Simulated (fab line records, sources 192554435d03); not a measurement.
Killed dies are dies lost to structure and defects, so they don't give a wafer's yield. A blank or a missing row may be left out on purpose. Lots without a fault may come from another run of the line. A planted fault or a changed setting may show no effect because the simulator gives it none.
One fault seen from 2 desks | flow n5_finfet | each desk has only its own numbers; what lay behind them comes last

THE METROLOGY DESK
What the gauges read, lot by lot, whatever tool the lot ran on: means of the sampled wafers that have a number. A lot is out of limits, marked OUT, if its mean lies more than 4 standard deviations from the usual mean; the brackets give that distance.
Columns: A = cd_nm at N5_BEOL_M14_CD_MEAS_28, usual 285.2 nm
lot  | first seen here | A
L234 | day 10 15:14    | 285.0
L237 | day 11 07:19    | 285.8
L238 | day 11 19:17    | 285.8
L236 | day 11 19:48    | 285.1
L240 | day 12 00:58    | 282.0
L246 | day 13 14:29    | 287.4
L249 | day 14 06:33    | 284.7
L250 | day 15 05:11    | 285.4
L252 | day 15 17:04    | 287.0
L254 | day 15 23:22    | 285.1
L256 | day 16 19:46    | 285.4
This desk's finding: nothing out of limits on any of the 11 lots.

THE TOOL OWNER'S DESK: litho_track-03
The tool's own readings at N5_BEOL_M14_COAT_65 (time 60 s, resist thk 450 nm): means of the sampled wafers that have a number, for each lot that ran on this tool. A lot is out of limits, marked OUT, if its mean lies more than 4 standard deviations from the usual mean; the brackets give that distance.
Columns: A = exhaust_pa at N5_BEOL_M14_COAT_65, usual 45.0 Pa; B = spin_speed_rpm at N5_BEOL_M14_COAT_65, usual 1500.2 rpm
lot  | first seen here | A    | B
L238 | day 11 19:00    | 45.1 | 1499.7
L240 | day 12 00:37    | 45.0 | 1500.6
L250 | day 15 04:47    | 44.2 | 1500.6
L252 | day 15 16:39    | 45.1 | 1381.1 (-99 or more) OUT
L254 | day 15 23:04    | 44.8 | 1381.9 (-99) OUT
This desk's finding: out of limits on L252, L254; first on L252, day 15 16:39 (spin_speed_rpm at N5_BEOL_M14_COAT_65). In limits: L238, L240, L250.

PUT TOGETHER
The tool owner's desk could have raised an alarm at day 15 16:39, on L252, L254.
The metrology desk saw nothing out of limits.
The metrology desk has L252, L254 on record, within its limits.
Of the lots named, all ran N5_BEOL_M14_COAT_65 on litho_track-03.

WHAT THE SIMULATOR HAD PUT IN
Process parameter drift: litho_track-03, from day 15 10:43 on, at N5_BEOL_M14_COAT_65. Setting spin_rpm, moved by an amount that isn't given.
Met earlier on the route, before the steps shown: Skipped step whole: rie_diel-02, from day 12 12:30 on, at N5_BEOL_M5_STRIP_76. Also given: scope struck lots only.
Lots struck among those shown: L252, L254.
Hours from the fault's start to each desk's first reading out of limits: the tool owner's desk, 6.
